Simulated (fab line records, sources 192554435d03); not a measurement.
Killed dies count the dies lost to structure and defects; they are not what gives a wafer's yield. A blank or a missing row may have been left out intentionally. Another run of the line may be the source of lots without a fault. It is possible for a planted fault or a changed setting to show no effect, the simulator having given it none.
fab line records	flow n5-finfet
[record] lots = 24	wafers = 72	last-day = 19
route steps=1938 shown BEOL_M13@1671 BEOL_M14@1732
lots that met no fault: taken from a fault-free run of the same line
start-h: hours from the record's opening day to when the first of the lot's shown wafers began	wait-h: hours since the lot's step before	" same as the row above	L1.1+2: a single row standing in for several wafers	- no value, or no start was given	* or withheld: withheld	< > ~ a bound
route shown NAME@n: a module of which the file shows steps, and the number in the route of the first	usual: mean and standard deviation over wafers with no fault	same: alike in all rows	chamber/n: place in a boat	sites: readings site by site	_std_site: standard deviation across them	_edge_site: the outer-site mean with the inner-site mean subtracted	radius-mm: how far each site lies from the wafer's centre	mask NAME#n: copy n	behind: tool/chamber where the wafer was last shaped	hold: why the lot was held/for how many hours/how that ended	device: the transistor (n, p or np) that didn't switch	end of line: at the end of the route, the tests of the same wafers	where a step has no rows: the recipe by itself	killed: at the first sort, the dies lost to defects and structure; wafer yield is something else	map: a wafer's dies, marking killed ones x, the rest . and places with no die _
set.NAME: the setting the step ran with; set.NAME@STEP: the setting that earlier step ran with	model.NAME: the simulator's own value behind a step, which no gauge read
route steps across a sampled set of lots; one table per step, one row per wafer
services: the hour from which a tool's chamber was out of use, counted from the record's first day as start-h (under 0 if before that day), plus the number of hours and why
[[steps]]
[step N5_BEOL_M13_INSPECT_12]
[recipe] mode = adi	inspect-instrument = macro
[usual] raw-defect-count = 1.8/1.3
lot.wafer	tool	chamber	start-h	wait-h	raw-defect-count
L074.2	defect-inspect-02	-	255.06	0.0	3
L074.3	"	-	"	"	2
L074.5	"	-	"	"	0
L075.3	defect-inspect-02	-	255.18	0.0	1
L075.4	"	-	"	"	3
L075.6	"	-	"	"	1
L078.2	defect-inspect-02	-	305.68	0.0	1
L078.3	"	-	"	"	1
L078.6	"	-	"	"	1
L077.1	defect-inspect-02	-	306.38	0.0	2
L077.2	"	-	"	"	1
L077.5	"	-	"	"	1
L076.1	defect-inspect-01	-	311.54	0.0	1
L076.5	"	-	"	"	0
L076.6	"	-	"	"	4
L083.1	defect-inspect-01	-	315.01	0.0	1
L083.2	"	-	"	"	0
L083.5	"	-	"	"	3
L080.1	defect-inspect-01	-	321.00	0.0	3
L080.3	"	-	"	"	0
L080.4	"	-	"	"	1
L081.1	defect-inspect-01	-	321.22	0.0	5
L081.2	"	-	"	"	4
L081.4	"	-	"	"	3
L079.1	defect-inspect-02	-	330.76	0.0	1
L079.2	"	-	"	"	1
L079.3	"	-	"	"	4
L082.1	defect-inspect-01	-	337.61	0.0	2
L082.2	"	-	"	"	5
L082.5	"	-	"	"	5
L084.2	defect-inspect-01	-	345.56	0.0	3
L084.4	"	-	"	"	5
L084.6	"	-	"	"	3
L086.1	defect-inspect-02	-	350.44	0.0	4
L086.2	"	-	"	"	3
L086.4	"	-	"	"	2
L085.3	defect-inspect-02	-	353.89	0.0	2
L085.5	"	-	"	"	5
L085.6	"	-	"	"	3
L088.1	defect-inspect-02	-	355.73	0.0	3
L088.2	"	-	"	"	2
L088.4	"	-	"	"	3
L087.4	defect-inspect-02	-	365.58	0.0	0
L087.5	"	-	"	"	1
L087.6	"	-	"	"	2
L091.1	defect-inspect-01	-	373.83	0.0	1
L091.3	"	-	"	"	1
L091.6	"	-	"	"	2
L089.1	defect-inspect-01	-	382.17	0.0	1
L089.3	"	-	"	"	1
L089.5	"	-	"	"	2
L093.1	defect-inspect-02	-	386.34	0.0	1
L093.3	"	-	"	"	2
L093.5	"	-	"	"	1
L090.1	defect-inspect-02	-	388.39	0.0	0
L090.2	"	-	"	"	2
L090.4	"	-	"	"	1
L094.1	defect-inspect-01	-	398.92	0.0	0
L094.2	"	-	"	"	1
L094.5	"	-	"	"	2
L092.3	defect-inspect-02	-	399.17	0.0	1
L092.4	"	-	"	"	0
L092.5	"	-	"	"	2
L095.1	defect-inspect-01	-	405.82	0.0	2
L095.5	"	-	"	"	1
L095.6	"	-	"	"	3
L096.3	defect-inspect-02	-	419.43	0.0	0
L096.5	"	-	"	"	2
L096.6	"	-	"	"	1
L097.1	defect-inspect-01	-	424.10	0.0	3
L097.3	"	-	"	"	4
L097.5	"	-	"	"	1
[step N5_BEOL_M13_SPUTTER_43]
[recipe] material = TaN	target-thk-a = 150	temp-c = 50	bias-v = 168.6	power-w = 15000	chamber-pressure-pa = 0.12	time-s = 24.19
[usual] throttle-valve-pct = 29.8/1.3
lot.wafer	tool	chamber	start-h	wait-h	throttle-valve-pct
L074.2	pvd-sputter-03	-	260.00	0.0	29.0
L074.3	"	-	"	"	29.6
L074.5	"	-	"	"	29.7
L075.3	pvd-sputter-03	-	262.66	0.0	29.2
L075.4	"	-	"	"	28.8
L075.6	"	-	"	"	29.0
L078.2	pvd-sputter-03	-	307.74	0.0	27.9
L078.3	"	-	"	"	29.5
L078.6	"	-	"	"	28.9
L077.1	pvd-sputter-03	-	309.08	0.0	27.7
L077.2	"	-	"	"	29.5
L077.5	"	-	"	"	29.0
L076.1	pvd-sputter-02	-	315.66	0.0	30.1
L076.5	"	-	"	"	28.8
L076.6	"	-	"	"	31.5
L083.1	pvd-sputter-01	-	318.05	0.0	30.5
L083.2	"	-	"	"	30.9
L083.5	"	-	"	"	31.1
L080.1	pvd-sputter-03	-	323.32	0.0	27.9
L080.3	"	-	"	"	29.8
L080.4	"	-	"	"	29.0
L081.1	pvd-sputter-03	-	325.72	0.0	29.5
L081.2	"	-	"	"	29.0
L081.4	"	-	"	"	29.3
L079.1	pvd-sputter-01	-	336.79	0.0	28.5
L079.2	"	-	"	"	31.0
L079.3	"	-	"	"	32.5
L082.1	pvd-sputter-03	-	340.96	0.0	27.8
L082.2	"	-	"	"	29.5
L082.5	"	-	"	"	29.7
L084.2	pvd-sputter-01	-	348.05	0.0	32.5
L084.4	"	-	"	"	30.5
L084.6	"	-	"	"	28.5
L086.1	pvd-sputter-01	-	352.99	0.0	30.8
L086.2	"	-	"	"	32.6
L086.4	"	-	"	"	28.3
L085.3	pvd-sputter-01	-	358.15	0.0	31.2
L085.5	"	-	"	"	30.8
L085.6	"	-	"	"	30.5
L088.1	pvd-sputter-02	-	362.40	0.0	30.2
L088.2	"	-	"	"	31.3
L088.4	"	-	"	"	31.2
L087.4	pvd-sputter-02	-	370.52	0.0	31.3
L087.5	"	-	"	"	29.0
L087.6	"	-	"	"	29.9
L091.1	pvd-sputter-01	-	378.75	0.0	31.0
L091.3	"	-	"	"	30.8
L091.6	"	-	"	"	30.9
L089.1	pvd-sputter-01	-	386.58	0.0	30.5
L089.3	"	-	"	"	28.3
L089.5	"	-	"	"	30.5
L093.1	pvd-sputter-03	-	389.85	0.0	29.0
L093.3	"	-	"	"	29.6
L093.5	"	-	"	"	29.1
L090.1	pvd-sputter-03	-	393.37	0.0	29.8
L090.2	"	-	"	"	28.8
L090.4	"	-	"	"	29.2
L094.1	pvd-sputter-02	-	402.68	0.0	30.4
L094.2	"	-	"	"	29.1
L094.5	"	-	"	"	31.3
L092.3	pvd-sputter-01	-	402.86	0.0	30.6
L092.4	"	-	"	"	30.9
L092.5	"	-	"	"	30.7
L095.1	pvd-sputter-01	-	410.44	0.0	28.3
L095.5	"	-	"	"	30.4
L095.6	"	-	"	"	28.8
L096.3	pvd-sputter-01	-	422.82	0.0	28.3
L096.5	"	-	"	"	28.8
L096.6	"	-	"	"	30.8
L097.1	pvd-sputter-03	-	426.52	0.0	29.7
L097.3	"	-	"	"	29.1
L097.5	"	-	"	"	29.6
[step N5_BEOL_M13_DEP_53]
[recipe] material = SiCN	target-thk-a = 500	temp-c = withheld	precursor = 3MS/NH3	pressure-torr = 3	rf-w = 675	time-s = 17.8
[usual] showerhead-plenum-p-Torr = 4.170/0.018	throttle-valve-pct = 18.2/0.77
lot.wafer	tool	chamber	start-h	wait-h	showerhead-plenum-p-Torr	throttle-valve-pct
L074.2	pecvd-02	0	261.09	0.0	4.187	18.2
L074.3	"	1	"	"	4.163	19.3
L074.5	"	0	"	"	4.182	18.2
L075.3	pecvd-03	2	263.75	0.0	4.159	17.7
L075.4	"	2	"	"	4.180	17.7
L075.6	"	1	"	"	4.179	18.0
L078.2	pecvd-03	2	308.87	0.0	4.160	17.9
L078.3	"	1	"	"	4.176	18.2
L078.6	"	0	"	"	4.191	18.3
L077.1	pecvd-04	0	310.23	0.0	4.135	17.7
L077.2	"	1	"	"	4.181	19.6
L077.5	"	0	"	"	4.121	17.5
L076.1	pecvd-02	2	316.76	0.0	4.167	17.3
L076.5	"	2	"	"	4.169	17.4
L076.6	"	1	"	"	4.167	19.5
L083.1	pecvd-04	0	319.96	0.0	4.130	17.6
L083.2	"	2	"	"	4.135	16.6
L083.5	"	0	"	"	4.123	17.4
L080.1	pecvd-03	1	324.74	0.0	4.173	18.3
L080.3	"	2	"	"	4.168	17.8
L080.4	"	2	"	"	4.161	18.1
L081.1	pecvd-03	0	326.82	0.0	4.198	18.2
L081.2	"	1	"	"	4.178	18.1
L081.4	"	1	"	"	4.166	18.2
L079.1	pecvd-02	2	337.89	0.0	4.162	17.6
L079.2	"	1	"	"	4.167	19.3
L079.3	"	0	"	"	4.185	18.0
L082.1	pecvd-02	2	342.34	0.0	4.156	17.6
L082.2	"	0	"	"	4.192	18.1
L082.5	"	1	"	"	4.171	19.5
L084.2	pecvd-02	2	349.52	0.0	4.171	17.4
L084.4	"	0	"	"	4.187	18.1
L084.6	"	2	"	"	4.163	17.5
L086.1	pecvd-02	2	354.10	0.0	4.175	17.4
L086.2	"	1	"	"	4.167	19.3
L086.4	"	2	"	"	4.154	17.4
L085.3	pecvd-04	1	359.27	0.0	4.178	20.0
L085.5	"	1	"	"	4.187	19.6
L085.6	"	0	"	"	4.123	17.3
L088.1	pecvd-03	2	363.49	0.0	4.170	17.8
L088.2	"	0	"	"	4.200	18.2
L088.4	"	1	"	"	4.168	18.2
L087.4	pecvd-04	2	371.63	0.0	4.135	16.5
L087.5	"	1	"	"	4.194	19.7
L087.6	"	0	"	"	4.127	17.7
L091.1	pecvd-02	1	379.85	0.0	4.170	19.3
L091.3	"	2	"	"	4.165	17.6
L091.6	"	1	"	"	4.168	19.4
L089.1	pecvd-02	2	387.95	0.0	4.164	17.4
L089.3	"	0	"	"	4.189	18.5
L089.5	"	1	"	"	4.167	19.4
L093.1	pecvd-02	2	390.95	0.0	4.176	17.9
L093.3	"	1	"	"	4.162	19.3
L093.5	"	0	"	"	4.172	18.3
L090.1	pecvd-03	1	394.63	0.0	4.178	18.2
L090.2	"	2	"	"	4.164	18.1
L090.4	"	2	"	"	4.175	18.1
L094.1	pecvd-02	2	403.80	0.0	4.181	17.5
L094.2	"	0	"	"	4.187	18.5
L094.5	"	2	"	"	4.166	17.7
L092.3	pecvd-03	2	404.25	0.0	4.164	17.9
L092.4	"	1	"	"	4.173	18.0
L092.5	"	0	"	"	4.195	18.2
L095.1	pecvd-02	1	411.54	0.0	4.168	19.4
L095.5	"	1	"	"	4.157	19.2
L095.6	"	0	"	"	4.184	18.1
L096.3	pecvd-02	0	423.91	0.0	4.181	18.0
L096.5	"	2	"	"	4.184	17.5
L096.6	"	1	"	"	4.165	19.3
L097.1	pecvd-03	2	427.68	0.0	4.168	18.2
L097.3	"	1	"	"	4.184	18.2
L097.5	"	2	"	"	4.162	18.0
[step N5_BEOL_M13_RS_MEAS_54]
[recipe] thk-meas-gauge = four-point-probe	reads = Cu_of_BEOL_M13_ECD_47+Ta_of_BEOL_M13_SPUTTER_44+TaN_of_BEOL_M13_SPUTTER_43
[usual] M13_RS = 0.0450/0.0011
lot.wafer	tool	chamber	start-h	wait-h	M13_RS[ohm/sq]
L074.2	film-metro-02	-	261.16	0.1	0.0443
L074.3	"	-	"	"	0.0458
L074.5	"	-	"	"	0.0448
L075.3	film-metro-01	-	263.82	0.1	0.0458
L075.4	"	-	"	"	0.0467
L075.6	"	-	"	"	0.0450
L078.2	film-metro-01	-	308.94	0.1	0.0451
L078.3	"	-	"	"	0.0458
L078.6	"	-	"	"	0.0457
L077.1	film-metro-02	-	310.30	0.0	0.0445
L077.2	"	-	"	"	0.0459
L077.5	"	-	"	"	0.0459
L076.1	film-metro-02	-	316.82	0.0	0.0473
L076.5	"	-	"	"	0.0441
L076.6	"	-	"	"	0.0475
L083.1	film-metro-02	-	320.02	0.0	0.0458
L083.2	"	-	"	"	0.0447
L083.5	"	-	"	"	0.0456
L080.1	film-metro-02	-	324.80	0.1	0.0440
L080.3	"	-	"	"	0.0443
L080.4	"	-	"	"	0.0452
L081.1	film-metro-01	-	326.88	0.0	0.0470
L081.2	"	-	"	"	0.0446
L081.4	"	-	"	"	0.0451
L079.1	film-metro-01	-	337.95	0.0	0.0452
L079.2	"	-	"	"	0.0476
L079.3	"	-	"	"	0.0439
L082.1	film-metro-01	-	342.40	0.0	0.0456
L082.2	"	-	"	"	0.0441
L082.5	"	-	"	"	0.0452
L084.2	film-metro-01	-	349.59	0.1	0.0452
L084.4	"	-	"	"	0.0451
L084.6	"	-	"	"	0.0440
L086.1	film-metro-02	-	354.16	0.0	0.0447
L086.2	"	-	"	"	0.0442
L086.4	"	-	"	"	0.0441
L085.3	film-metro-02	-	359.33	0.1	0.0457
L085.5	"	-	"	"	0.0455
L085.6	"	-	"	"	0.0461
L088.1	film-metro-02	-	363.56	0.0	0.0474
L088.2	"	-	"	"	0.0444
L088.4	"	-	"	"	0.0452
L087.4	film-metro-01	-	371.68	0.0	0.0432
L087.5	"	-	"	"	0.0455
L087.6	"	-	"	"	0.0445
L091.1	film-metro-02	-	379.91	0.0	0.0429
L091.3	"	-	"	"	0.0453
L091.6	"	-	"	"	0.0444
L089.1	film-metro-02	-	388.01	0.0	0.0444
L089.3	"	-	"	"	0.0473
L089.5	"	-	"	"	0.0443
L093.1	film-metro-01	-	391.01	0.0	0.0442
L093.3	"	-	"	"	0.0430
L093.5	"	-	"	"	0.0433
L090.1	film-metro-01	-	394.71	0.1	0.0464
L090.2	"	-	"	"	0.0439
L090.4	"	-	"	"	0.0467
L094.1	film-metro-02	-	403.86	0.0	0.0472
L094.2	"	-	"	"	0.0453
L094.5	"	-	"	"	0.0455
L092.3	film-metro-02	-	404.32	0.1	0.0446
L092.4	"	-	"	"	0.0461
L092.5	"	-	"	"	0.0457
L095.1	film-metro-01	-	411.60	0.0	0.0457
L095.5	"	-	"	"	0.0472
L095.6	"	-	"	"	0.0444
L096.3	film-metro-02	-	423.98	0.1	0.0459
L096.5	"	-	"	"	0.0458
L096.6	"	-	"	"	0.0456
L097.1	film-metro-01	-	427.75	0.0	0.0439
L097.3	"	-	"	"	0.0433
L097.5	"	-	"	"	0.0435
[step N5_BEOL_M14_STRIP_63]
[recipe] chemistry = O2	power-w = 600	temp-c = 60	pressure-mtorr = 30	rf-frequency-hz = 6e+07	bias-power-w = 0	overash-fraction = 0.3	o2-flow-sccm = 225
[usual] drypump-motor-current-A = 5.6/0.47	oes-product-au = 0.82/0.083	rf-vpp-V = 3.6/0.85	showerhead-plenum-p-Torr = 2.11/0.071	throttle-valve-pct = 16.66/0.26
lot.wafer	tool	chamber	start-h	wait-h	drypump-motor-current-A	oes-product-au	rf-hours-counter-h	rf-vpp-V	showerhead-plenum-p-Torr	throttle-valve-pct
L074.2	rie-diel-03	1	-	-	5.8	0.67	250	2.7	2.05	16.55
L074.3	"	2	"	"	5.2	0.71	212	4.0	1.99	17.03
L074.5	"	1	"	"	5.8	0.66	-	3.2	2.05	16.54
L075.3	rie-diel-03	0	-	-	5.0	0.81	70	5.1	2.11	16.60
L075.4	"	0	"	"	5.0	0.81	-	3.5	2.11	16.60
L075.6	"	2	"	"	5.3	0.71	-	4.3	2.00	17.02
L078.2	rie-diel-03	2	-	-	5.3	0.70	228	4.5	1.99	17.06
L078.3	"	3	"	"	4.9	0.85	53	3.9	2.20	16.42
L078.6	"	2	"	"	5.3	0.70	-	2.1	1.99	17.06
L077.1	rie-diel-03	1	-	-	5.8	0.94	10	3.8	2.05	16.16
L077.2	"	2	"	"	5.2	0.70	229	4.4	1.99	17.05
L077.5	"	1	"	"	5.8	0.95	-	3.4	2.05	16.18
L076.1	rie-diel-02	0	-	-	6.3	0.77	130	4.7	2.12	17.06
L076.5	"	1	"	"	5.5	0.92	-	3.8	2.06	16.68
L076.6	"	0	"	"	6.3	0.75	-	3.8	2.12	17.09
L083.1	rie-diel-02	2	-	-	5.2	0.72	172	5.4	2.21	16.70
L083.2	"	1	"	"	5.5	0.93	33	3.5	2.06	16.70
L083.5	"	2	"	"	5.2	0.73	-	3.6	2.21	16.73
L080.1	rie-diel-04	3	-	-	6.0	0.85	68	3.8	2.13	16.71
L080.3	"	2	"	"	6.2	0.88	51	4.1	2.23	16.53
L080.4	"	0	"	"	5.8	1.01	1	3.2	2.16	16.28
L081.1	rie-diel-03	1	-	-	5.8	0.93	17	3.1	2.05	16.21
L081.2	"	3	"	"	4.9	0.85	61	4.2	2.20	16.43
L081.4	"	2	"	"	5.2	0.68	236	2.8	1.99	17.11
L079.1	rie-diel-04	0	-	-	5.8	0.98	5	3.8	2.16	16.29
L079.2	"	3	"	"	6.0	0.83	72	2.8	2.12	16.73
L079.3	"	2	"	"	6.2	0.88	55	4.8	2.22	16.56
L082.1	rie-diel-02	1	-	-	5.5	0.91	43	2.8	2.06	16.74
L082.2	"	2	"	"	5.2	0.71	183	3.4	2.20	16.73
L082.5	"	1	"	"	5.5	0.91	-	5.7	2.06	16.73
L084.2	rie-diel-02	0	-	-	6.4	0.75	145	4.7	2.11	17.12
L084.4	"	1	"	"	5.5	0.89	-	3.5	2.06	16.73
L084.6	"	0	"	"	6.3	0.75	-	2.6	2.11	17.11
L086.1	rie-diel-04	3	-	-	6.0	0.83	79	4.1	2.12	16.75
L086.2	"	2	"	"	6.2	0.85	63	2.7	2.22	16.52
L086.4	"	0	"	"	5.8	0.95	13	3.4	2.15	16.32
L085.3	rie-diel-02	0	-	-	6.3	0.73	149	4.6	2.11	17.11
L085.5	"	0	"	"	6.3	0.73	-	2.8	2.11	17.09
L085.6	"	2	"	"	5.2	0.72	-	2.8	2.20	16.71
L088.1	rie-diel-04	3	-	-	6.0	0.83	82	3.7	2.12	16.77
L088.2	"	2	"	"	6.2	0.85	66	5.3	2.22	16.55
L088.4	"	0	"	"	5.8	0.96	15	2.8	2.15	16.33
L087.4	rie-diel-04	3	-	-	6.0	0.82	85	4.1	2.12	16.76
L087.5	"	2	"	"	6.2	0.84	-	2.2	2.22	16.56
L087.6	"	3	"	"	6.0	0.83	-	4.1	2.12	16.76
L091.1	rie-diel-03	1	-	-	5.8	0.91	31	5.9	2.04	16.23
L091.3	"	3	"	"	4.9	0.83	77	3.0	2.19	16.44
L091.6	"	3	"	"	4.8	0.81	-	3.0	2.19	16.45
L089.1	rie-diel-03	0	-	-	5.0	0.75	114	5.2	2.10	16.70
L089.3	"	3	"	"	4.8	0.82	81	3.4	2.19	16.46
L089.5	"	1	"	"	5.8	0.89	-	3.3	2.04	16.20
L093.1	rie-diel-02	3	-	-	5.7	0.82	73	3.3	2.06	16.62
L093.3	"	0	"	"	6.3	0.73	162	3.5	2.11	17.13
L093.5	"	0	"	"	6.4	0.74	-	3.1	2.11	17.10
L090.1	rie-diel-02	0	-	-	6.3	0.74	164	5.1	2.11	17.15
L090.2	"	1	"	"	5.5	0.88	65	3.5	2.05	16.74
L090.4	"	2	"	"	5.2	0.71	204	3.2	2.19	16.78
L094.1	rie-diel-04	2	-	-	6.2	0.84	79	5.2	2.21	16.56
L094.2	"	3	"	"	6.0	0.82	100	2.9	2.11	16.84
L094.5	"	0	"	"	5.8	0.92	-	3.9	2.15	16.37
L092.3	rie-diel-03	1	-	-	5.8	0.87	42	5.5	2.04	16.25
L092.4	"	3	"	"	4.8	0.81	88	4.3	2.19	16.46
L092.5	"	2	"	"	5.2	0.96	-	4.2	2.24	16.60
L095.1	rie-diel-02	3	-	-	5.7	0.81	82	4.4	2.06	16.62
L095.5	"	0	"	"	6.3	0.74	-	3.8	2.10	17.17
L095.6	"	3	"	"	5.7	0.80	-	3.8	2.06	16.61
L096.3	rie-diel-03	0	-	-	5.0	0.75	127	3.4	2.09	16.72
L096.5	"	1	"	"	5.8	0.86	-	3.1	2.04	16.23
L096.6	"	2	"	"	5.3	0.94	-	3.7	2.24	16.59
L097.1	rie-diel-04	1	-	-	5.7	0.91	8	3.4	2.03	16.39
L097.3	"	2	"	"	6.2	0.83	88	1.7	2.21	16.60
L097.5	"	3	"	"	6.0	0.80	-	3.3	2.11	16.81
[step N5_BEOL_M14_STRIP_64]
[recipe] chemistry = O2	power-w = 600	temp-c = 60	pressure-mtorr = 30	rf-frequency-hz = 6e+07	bias-power-w = 0	overash-fraction = 0.3	o2-flow-sccm = 225
[usual] drypump-motor-current-A = 5.6/0.46	oes-product-au = 0.82/0.084	rf-vpp-V = 3.7/0.48	showerhead-plenum-p-Torr = 2.11/0.071	throttle-valve-pct = 16.66/0.26
lot.wafer	tool	chamber	start-h	wait-h	drypump-motor-current-A	oes-product-au	rf-hours-counter-h	rf-vpp-V	showerhead-plenum-p-Torr	throttle-valve-pct
L074.2	rie-diel-03	1	-	-	5.8	0.66	250	3.1	2.05	16.56
L074.3	"	2	"	"	5.2	0.70	212	3.7	2.00	17.01
L074.5	"	1	"	"	5.8	0.67	-	3.6	2.05	16.57
L075.3	rie-diel-03	0	-	-	5.0	0.80	70	2.6	2.11	16.61
L075.4	"	0	"	"	5.0	0.80	-	3.0	2.11	16.60
L075.6	"	2	"	"	5.2	0.71	-	3.7	1.99	17.02
L078.2	rie-diel-03	2	-	-	5.2	0.70	228	3.7	1.99	17.06
L078.3	"	3	"	"	4.8	0.86	53	3.6	2.20	16.42
L078.6	"	2	"	"	5.2	0.70	-	4.0	1.99	17.05
L077.1	rie-diel-03	1	-	-	5.8	0.95	10	4.2	2.05	16.16
L077.2	"	2	"	"	5.3	0.69	229	4.0	1.99	17.07
L077.5	"	1	"	"	5.8	0.96	-	3.8	2.05	16.18
L076.1	rie-diel-02	0	-	-	6.4	0.76	130	3.5	2.12	17.06
L076.5	"	1	"	"	5.5	0.92	-	4.2	2.06	16.70
L076.6	"	0	"	"	6.3	0.76	-	3.8	2.12	17.06
L083.1	rie-diel-02	2	-	-	5.2	0.73	172	3.1	2.21	16.73
L083.2	"	1	"	"	5.4	0.93	33	3.5	2.06	16.71
L083.5	"	2	"	"	5.2	0.73	-	3.6	2.21	16.72
L080.1	rie-diel-04	3	-	-	6.0	0.85	68	3.3	2.13	16.73
L080.3	"	2	"	"	6.2	0.87	51	4.1	2.23	16.55
L080.4	"	0	"	"	5.8	1.02	1	3.1	2.16	16.30
L081.1	rie-diel-03	1	-	-	5.8	0.93	17	3.8	2.05	16.22
L081.2	"	3	"	"	4.8	0.85	61	4.5	2.20	16.43
L081.4	"	2	"	"	5.2	0.69	236	3.2	1.99	17.06
L079.1	rie-diel-04	0	-	-	5.8	0.99	5	3.4	2.16	16.30
L079.2	"	3	"	"	6.0	0.84	72	2.9	2.12	16.76
L079.3	"	2	"	"	6.2	0.87	55	4.5	2.22	16.55
L082.1	rie-diel-02	1	-	-	5.5	0.92	43	3.9	2.06	16.71
L082.2	"	2	"	"	5.2	0.72	183	3.6	2.20	16.72
L082.5	"	1	"	"	5.5	0.91	-	3.4	2.06	16.73
L084.2	rie-diel-02	0	-	-	6.3	0.76	145	3.7	2.11	17.11
L084.4	"	1	"	"	5.4	0.90	-	2.8	2.06	16.73
L084.6	"	0	"	"	6.3	0.75	-	3.9	2.11	17.12
L086.1	rie-diel-04	3	-	-	6.0	0.83	79	4.6	2.12	16.76
L086.2	"	2	"	"	6.2	0.87	63	3.7	2.22	16.57
L086.4	"	0	"	"	5.8	0.96	13	3.9	2.15	16.32
L085.3	rie-diel-02	0	-	-	6.3	0.73	149	3.4	2.11	17.11
L085.5	"	0	"	"	6.3	0.74	-	3.1	2.11	17.11
L085.6	"	2	"	"	5.2	0.71	-	3.9	2.20	16.75
L088.1	rie-diel-04	3	-	-	6.0	0.83	82	3.8	2.12	16.75
L088.2	"	2	"	"	6.2	0.85	66	2.8	2.22	16.58
L088.4	"	0	"	"	5.8	0.95	15	4.0	2.15	16.30
L087.4	rie-diel-04	3	-	-	6.0	0.83	85	4.3	2.12	16.75
L087.5	"	2	"	"	6.2	0.85	-	4.3	2.22	16.56
L087.6	"	3	"	"	6.0	0.83	-	3.4	2.12	16.74
L091.1	rie-diel-03	1	-	-	5.8	0.90	31	3.8	2.04	16.22
L091.3	"	3	"	"	4.9	0.83	77	3.9	2.19	16.45
L091.6	"	3	"	"	4.8	0.82	-	2.9	2.19	16.44
L089.1	rie-diel-03	0	-	-	5.0	0.76	114	3.5	2.10	16.68
L089.3	"	3	"	"	4.8	0.83	81	3.8	2.19	16.44
L089.5	"	1	"	"	5.8	0.89	-	3.5	2.04	16.24
L093.1	rie-diel-02	3	-	-	5.7	0.82	73	4.4	2.06	16.64
L093.3	"	0	"	"	6.3	0.73	162	4.1	2.11	17.14
L093.5	"	0	"	"	6.3	0.74	-	3.3	2.11	17.15
L090.1	rie-diel-02	0	-	-	6.3	0.74	164	3.5	2.11	17.14
L090.2	"	1	"	"	5.5	0.87	65	3.7	2.05	16.77
L090.4	"	2	"	"	5.2	0.69	204	3.5	2.19	16.76
L094.1	rie-diel-04	2	-	-	6.2	0.84	79	3.9	2.21	16.58
L094.2	"	3	"	"	6.0	0.82	100	3.8	2.11	16.79
L094.5	"	0	"	"	5.8	0.92	-	3.1	2.15	16.34
L092.3	rie-diel-03	1	-	-	5.8	0.88	42	5.0	2.04	16.25
L092.4	"	3	"	"	4.8	0.81	88	3.6	2.19	16.47
L092.5	"	2	"	"	5.2	0.95	-	4.1	2.24	16.57
L095.1	rie-diel-02	3	-	-	5.7	0.81	82	4.5	2.06	16.65
L095.5	"	0	"	"	6.3	0.72	-	3.4	2.11	17.15
L095.6	"	3	"	"	5.7	0.82	-	3.2	2.06	16.63
L096.3	rie-diel-03	0	-	-	5.0	0.75	127	4.3	2.09	16.71
L096.5	"	1	"	"	5.8	0.87	-	3.5	2.04	16.26
L096.6	"	2	"	"	5.3	0.95	-	4.1	2.24	16.60
L097.1	rie-diel-04	1	-	-	5.7	0.93	8	2.4	2.03	16.39
L097.3	"	2	"	"	6.2	0.81	88	4.0	2.21	16.61
L097.5	"	3	"	"	6.0	0.81	-	3.4	2.11	16.80
[[services]]
tool	chamber	start-h	hours	kind
pecvd-02	-	243.26	0.3	repair
rie-diel-04	2	244.17	16.4	repair
pecvd-03	-	246.62	0.8	repair
pecvd-04	2	262.03	15.0	repair
rie-diel-03	1	263.46	-	clean
rie-diel-03	1	263.46	-	consumable-replace:focus-ring
pecvd-04	-	269.34	2.8	pm
rie-diel-02	1	286.15	11.8	repair
rie-diel-04	0	302.78	-	clean
rie-diel-04	0	302.78	-	consumable-replace:focus-ring
rie-diel-04	0	302.78	21.6	scheduled-down
rie-diel-04	0	302.78	21.6	vent-cycle
rie-diel-02	3	333.88	28.2	repair
rie-diel-03	1	359.08	5.1	repair
pecvd-04	-	363.16	6.0	pm
rie-diel-03	2	376.64	-	clean
rie-diel-03	2	376.64	-	consumable-replace:focus-ring
rie-diel-03	2	376.64	-	consumable-replace:showerhead
rie-diel-03	2	376.64	19.1	scheduled-down
rie-diel-03	2	376.64	19.1	vent-cycle
rie-diel-04	1	382.68	-	clean
rie-diel-04	1	382.68	-	consumable-replace:focus-ring
rie-diel-04	2	395.37	6.0	repair
rie-diel-02	-	402.40	1.1	repair
[[key]]
fault none
